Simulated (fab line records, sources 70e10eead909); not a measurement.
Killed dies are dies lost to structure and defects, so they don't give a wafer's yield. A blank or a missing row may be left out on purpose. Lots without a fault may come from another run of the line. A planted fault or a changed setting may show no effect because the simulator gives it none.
fab line records | flow nand_harc
record lots=11 wafers=33 last_day=33
route steps=1302 shown P_ZERO_WELL@26 P_GATE@132
lots that met no fault: from a run of the same line without faults
start_h: hours from the record's first day to the start of the lot's first wafer shown | wait_h: hours since the lot's step before | " the same as in the row above | L1.1+2: a row that stands for several wafers | - no value, or no start given | * or withheld: withheld | < > ~ a bound
route shown NAME@n: a module of which the file shows steps, and the number in the route of the first | usual: mean/standard deviation of fault-free wafers | same: alike in all rows | chamber/n: place in a boat | sites: the reading at each site | _std_site: their standard deviation | _edge_site: outer sites' mean less inner sites' | radius_mm: how far each site lies from the wafer's centre | mask NAME#n: copy n | behind: the tool/chamber that last shaped the wafer | hold: why the lot was held/for how many hours/how that ended | device: the transistor (n, p or np) that didn't switch | end of line: the same wafers' tests at the end of the route | a step without rows: its recipe alone | killed: dies lost to structure and defects at the first sort, not the wafer's yield | map: a wafer's dies, x killed, . not, _ none there
set.NAME: the setting as run; set.NAME@STEP: as run at that earlier step | model.NAME: the simulator's own value behind a step, which no gauge read
steps of the route over a sample of lots; a table a step, a row a wafer
services: from which hour (start_h, from the record's first day; less than 0 if before it) a tool's chamber was out of use, for how many hours, and why
## steps
# step NHARC_P_ZERO_WELL_EXPOSE_21
# recipe na=0.6 target_cd_nm=720 dose_mj=22.31 mask_id=P_NWELL
# usual focus_offset_nm=0.1/0.48
# columns lot.wafer tool chamber start_h wait_h mask focus_offset_nm
L620.1 krf_scanner-02 0 22.60 - P_NWELL#0 0.5
L620.3 " 0 " " P_NWELL#0 1.2
L620.4 " 0 " " P_NWELL#0 1.1
L623.2 krf_scanner-02 0 52.36 - P_NWELL#0 -0.6
L623.5 " 0 " " P_NWELL#0 -0.5
L623.6 " 0 " " P_NWELL#0 -0.7
L624.2 krf_scanner-04 0 62.32 - P_NWELL#0 -0.2
L624.3 " 0 " " P_NWELL#0 1.3
L624.6 " 0 " " P_NWELL#0 0.3
L626.1 krf_scanner-02 0 82.33 - P_NWELL#0 0.2
L626.2 " 0 " " P_NWELL#0 0.0
L626.6 " 0 " " P_NWELL#0 0.2
L628.1 krf_scanner-03 0 102.50 - P_NWELL#0 0.0
L628.3 " 0 " " P_NWELL#0 -0.3
L628.6 " 0 " " P_NWELL#0 0.2
L631.1 krf_scanner-03 0 132.42 - P_NWELL_R1#0 0.6
L631.4 " 0 " " P_NWELL_R1#0 1.0
L631.6 " 0 " " P_NWELL_R1#0 0.1
L636.1 krf_scanner-02 0 182.42 - P_NWELL#0 -0.6
L636.5 " 0 " " P_NWELL#0 -0.3
L636.6 " 0 " " P_NWELL#0 -0.2
L640.2 krf_scanner-03 0 222.44 - P_NWELL#0 0.4
L640.3 " 0 " " P_NWELL#0 0.2
L640.5 " 0 " " P_NWELL#0 0.2
L641.1 krf_scanner-02 0 232.45 - P_NWELL#0 0.1
L641.2 " 0 " " P_NWELL#0 0.1
L641.3 " 0 " " P_NWELL#0 0.3
L642.1 krf_scanner-02 0 242.31 - P_NWELL#0 -0.7
L642.2 " 0 " " P_NWELL#0 -0.3
L642.4 " 0 " " P_NWELL#0 0.2
L643.2 krf_scanner-04 0 252.44 - P_NWELL#0 0.0
L643.4 " 0 " " P_NWELL#0 0.2
L643.6 " 0 " " P_NWELL#0 -0.2
# step NHARC_P_ZERO_WELL_CD_MEAS_24
# recipe target_cd_nm=720 landing_energy_ev=500
# usual cd_nm=719.9/1.5
# columns lot.wafer tool chamber start_h wait_h cd_nm
L620.1 cd_sem-01 0 22.76 - 720.3
L620.3 " 0 " " 718.4
L620.4 " 0 " " 718.4
L623.2 cd_sem-03 0 52.51 - 720.6
L623.5 " 0 " " 721.5
L623.6 " 0 " " 721.4
L624.2 cd_sem-02 0 62.47 - 719.3
L624.3 " 0 " " 721.4
L624.6 " 0 " " 720.4
L626.1 cd_sem-03 0 82.48 - 720.9
L626.2 " 0 " " 721.5
L626.6 " 0 " " 722.3
L628.1 cd_sem-03 0 102.66 - 723.0
L628.3 " 0 " " 720.5
L628.6 " 0 " " 722.1
L631.1 cd_sem-03 0 132.58 - 675.8
L631.4 " 0 " " 674.8
L631.6 " 0 " " 675.9
L636.1 cd_sem-03 0 182.58 - 718.7
L636.5 " 0 " " 718.9
L636.6 " 0 " " 721.2
L640.2 cd_sem-03 0 222.59 - 720.1
L640.3 " 0 " " 719.4
L640.5 " 0 " " 719.5
L641.1 cd_sem-03 0 232.61 - 720.5
L641.2 " 0 " " 721.7
L641.3 " 0 " " 722.2
L642.1 cd_sem-01 0 242.46 - 723.2
L642.2 " 0 " " 720.1
L642.4 " 0 " " 720.8
L643.2 cd_sem-03 0 252.59 - 719.0
L643.4 " 0 " " 719.6
L643.6 " 0 " " 721.5
# step NHARC_P_ZERO_WELL_DESCUM_26
# recipe time_s=3 o2_flow_sccm=200 ar_flow_sccm=0 bias_power_w=0 chemistry=O2
# usual drypump_motor_current_A=5.7/0.41 oes_product_au=1.000/0.011 rf_vpp_V=57.8/0.87 showerhead_plenum_p_Torr=1.90/0.066 throttle_valve_pct=11.310/0.0095
# columns lot.wafer tool chamber start_h wait_h drypump_motor_current_A oes_product_au rf_hours_counter_h rf_vpp_V showerhead_plenum_p_Torr throttle_valve_pct
L620.1 rie_diel-08 1 22.92 - 5.8 0.976 0 57.6 1.96 11.326
L620.3 " 2 " " 5.9 1.010 0 58.5 1.91 11.316
L620.4 " 0 " " 5.2 0.993 0 57.9 1.83 11.289
L623.2 rie_diel-08 3 52.70 - 5.9 0.996 11 57.0 1.91 11.323
L623.6 " 1 " " 5.8 0.989 - 57.7 1.96 11.301
L623.5 " 2 " " 5.9 1.020 - 56.9 1.90 11.310
L624.2 rie_diel-08 2 62.63 - 5.9 1.013 13 57.4 1.90 11.319
L624.3 " 3 " " 5.8 0.983 13 57.8 1.90 11.314
L624.6 " 2 " " 5.9 1.013 - 58.7 1.90 11.304
L626.2 rie_diel-08 0 82.72 - 5.3 1.005 19 58.2 1.82 11.322
L626.1 " 2 " " 5.9 1.004 19 59.1 1.90 11.314
L626.6 " 1 " " 5.8 0.981 - 58.5 1.96 11.304
L628.1 rie_diel-08 1 102.95 - 5.8 0.995 23 58.2 1.96 11.302
L628.3 " 0 " " 5.3 1.006 24 57.9 1.82 11.305
L628.6 " 1 " " 5.8 0.978 - 57.2 1.96 11.318
L631.4 rie_diel-08 1 132.74 - 5.8 0.986 29 58.2 1.95 11.310
L631.1 " 2 " " 5.9 1.005 30 56.5 1.90 11.317
L631.6 " 1 " " 5.8 0.991 - 59.0 1.95 11.315
L636.1 rie_diel-08 2 182.75 - 5.9 1.017 49 57.0 1.89 11.316
L636.5 " 1 " " 5.8 0.994 - 58.2 1.95 11.315
L636.6 " 2 " " 5.9 1.011 - 57.4 1.89 11.315
L640.2 rie_diel-04 2 222.75 - 6.1 1.011 13 58.0 1.86 11.303
L640.3 " 3 " " 5.4 1.000 12 57.6 1.97 11.302
L640.5 " 2 " " 6.0 1.008 - 56.4 1.86 11.302
L641.1 rie_diel-01 2 232.76 - 5.2 0.987 7 56.5 1.80 11.316
L641.2 " 0 " " 4.9 1.008 7 55.7 1.84 11.292
L641.3 " 1 " " 6.4 1.000 6 59.0 1.85 11.306
L642.4 rie_diel-08 1 242.62 - 5.8 1.002 15 57.8 1.94 11.310
L642.2 " 2 " " 5.9 1.021 15 56.4 1.89 11.326
L642.1 " 0 " " 5.3 1.010 13 55.7 1.81 11.304
L643.2 rie_diel-01 0 252.75 - 4.9 1.008 10 55.7 1.83 11.317
L643.4 " 1 " " 6.4 1.011 9 56.9 1.85 11.296
L643.6 " 1 " " 6.4 1.002 - 58.7 1.85 11.326
# step NHARC_P_GATE_DEP_103
# recipe target_thk_a=300 target_thk_nm=30 temp_c=400 flow_sccm=200 rf_w=350 material=SiON
# usual heater_power_w=733/81
# columns lot.wafer tool chamber start_h wait_h heater_power_w
L620.1 pecvd-02 1 98.58 0.6 652
L620.3 " 2 " " 838
L620.4 " 1 " " 639
L623.2 pecvd-02 1 129.19 0.4 620
L623.6 " 2 " " 815
L623.5 " 0 " " 720
L624.2 pecvd-03 0 147.90 0.5 792
L624.3 " 1 " " 803
L624.6 " 1 " " 795
L626.1 pecvd-04 0 166.01 0.6 680
L626.2 " 1 " " 745
L626.6 " 0 " " 679
L628.1 pecvd-03 0 180.29 0.6 704
L628.3 " 0 " " 717
L628.6 " 0 " " 722
L631.1 pecvd-04 2 209.98 0.6 740
L631.4 " 2 " " 762
L631.6 " 0 " " 636
L636.1 pecvd-04 0 250.93 0.6 698
L636.5 " 2 " " 737
L636.6 " 0 " " 707
L640.2 pecvd-03 0 290.55 0.5 826
L640.3 " 1 " " 781
L640.5 " 2 " " 678
L641.1 pecvd-04 1 317.00 0.6 713
L641.3 " 2 " " 908
L641.2 " 0 " " 672
L642.1 pecvd-03 2 321.87 0.6 560
L642.2 " 1 " " 762
L642.4 " 1 " " 776
L643.2 pecvd-03 0 328.95 0.5 802
L643.4 " 2 " " 659
L643.6 " 1 " " 769
# step NHARC_P_GATE_ETCH_104
# recipe target_depth_a=600 time_s=withheld cf4_flow_sccm=100 chf3_flow_sccm=30 ar_flow_sccm=0 rf_w=500 bias_w=200 chemistry=CF4/CHF3
# usual drypump_motor_current_A=5.9/0.59 oes_product_au=0.952/0.024 rf_vpp_V=371.0/1.6 showerhead_plenum_p_Torr=1.59/0.041 throttle_valve_pct=16.802/0.0093
# columns lot.wafer tool chamber start_h wait_h drypump_motor_current_A oes_product_au rf_vpp_V showerhead_plenum_p_Torr throttle_valve_pct
L620.3 rie_diel-05 0 99.40 0.1 5.0 0.978 371.6 1.64 16.806
L620.4 " 1 " " 5.1 0.963 371.4 1.60 16.800
L620.1 " 3 " " 6.2 1.012 368.6 1.51 16.818
L623.2 rie_diel-05 2 130.01 0.1 6.5 0.996 372.7 1.64 16.803
L623.6 " 2 " " 6.5 1.001 373.3 1.64 16.788
L623.5 " 3 " " 6.3 0.983 367.6 1.51 16.802
L624.2 rie_diel-02 0 148.82 0.1 5.3 0.961 370.0 1.60 16.814
L624.3 " 2 " " 6.5 0.942 369.6 1.57 16.803
L624.6 " 0 " " 5.2 0.970 371.1 1.60 16.813
L626.2 rie_diel-02 2 166.95 0.1 6.5 0.959 370.7 1.57 16.805
L626.1 " 3 " " 5.9 0.966 370.3 1.61 16.801
L626.6 " 2 " " 6.5 0.959 370.2 1.57 16.794
L628.3 rie_diel-05 0 181.37 0.1 5.0 0.951 371.8 1.64 16.798
L628.1 " 1 " " 5.1 0.984 371.8 1.60 16.817
L628.6 " 0 " " 5.0 0.950 373.0 1.64 16.801
L631.4 rie_diel-02 3 210.90 0.1 5.9 0.967 372.5 1.60 16.811
L631.1 " 1 " " 5.8 0.987 371.6 1.61 16.799
L631.6 " 3 " " 5.9 0.965 369.9 1.61 16.812
L636.1 rie_diel-02 2 251.70 0.1 6.5 0.904 370.5 1.57 16.789
L636.6 " 2 " " 6.5 0.917 370.2 1.57 16.801
L636.5 " 3 " " 5.9 0.909 372.1 1.60 16.808
L640.3 rie_diel-03 0 291.47 0.1 6.8 0.982 372.0 1.60 16.784
L640.2 " 2 " " 5.2 0.964 370.1 1.57 16.809
L640.5 " 1 " " 6.1 0.961 367.6 1.50 16.801
L641.2 rie_diel-05 3 317.95 0.1 6.2 0.979 370.8 1.51 16.790
L641.3 " 0 " " 5.0 0.952 374.0 1.64 16.799
L641.1 " 2 " " 6.5 0.983 372.4 1.63 16.807
L642.4 rie_diel-02 0 322.70 0.1 5.3 0.917 372.1 1.60 16.803
L642.2 " 1 " " 5.8 0.941 371.5 1.61 16.802
L642.1 " 2 " " 6.5 0.902 369.5 1.57 16.800
L643.4 rie_diel-02 1 329.88 0.1 5.7 0.971 375.2 1.61 16.805
L643.2 " 2 " " 6.5 0.946 371.8 1.57 16.792
L643.6 " 0 " " 5.3 0.990 372.1 1.60 16.815
## services
# columns tool chamber start_h hours kind
pecvd-03 - 4.00 13.0 pm
rie_diel-08 - 13.85 9.0 pm
rie_diel-02 2 23.10 7.7 repair
rie_diel-02 - 39.70 9.0 pm
rie_diel-05 - 52.62 9.0 pm
rie_diel-08 - 63.82 2.6 repair
krf_scanner-02 - 66.88 0.3 repair
pecvd-04 1 68.89 13.4 repair
pecvd-03 2 93.82 9.3 repair
rie_diel-02 2 99.92 22.2 repair
krf_scanner-02 - 100.12 4.0 pm
pecvd-04 - 103.95 13.0 pm
krf_scanner-02 - 156.91 6.9 repair
pecvd-03 2 176.66 13.6 repair
pecvd-03 - 185.00 13.0 pm
rie_diel-02 1 185.47 4.4 repair
rie_diel-08 - 190.85 9.0 pm
pecvd-03 2 204.11 4.7 repair
rie_diel-02 - 216.70 9.0 pm
rie_diel-08 - 226.94 1.6 repair
rie_diel-08 3 258.95 2.8 repair
krf_scanner-02 - 272.12 4.0 pm
pecvd-03 - 297.08 0.4 repair
pecvd-03 0 317.86 3.1 repair
## key
first_sign step=NHARC_P_ZERO_WELL_EXPOSE_21 reading=mask direction=changed
effect step=NHARC_P_ZERO_WELL_CD_MEAS_24 reading=cd_nm direction=down sigmas=29 usual=719.9 struck=675.5
met_at NHARC_P_ZERO_WELL_EXPOSE_21
struck_lots L631
tester_left_out L631
not_acting_at NHARC_P_ZERO_WELL_DESCUM_26,NHARC_P_GATE_DEP_103,NHARC_P_GATE_ETCH_104
onset_between 102.50 132.42
fault kind=wrong_mask tool=any chamber=- onset_h=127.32 steps=NHARC_P_ZERO_WELL_EXPOSE_21 aux_copy=P_NWELL_R1#0 cd_offset_nm=-41.819 scope=struck_lots_only
# tester_left_out: of these lots the tester's yield and bins aren't shown, on N5 and GAA mostly nor the transistor test; their killed dies are dies lost to structure and defects alone, not to doping, threshold or leakage, so they don't give the yield
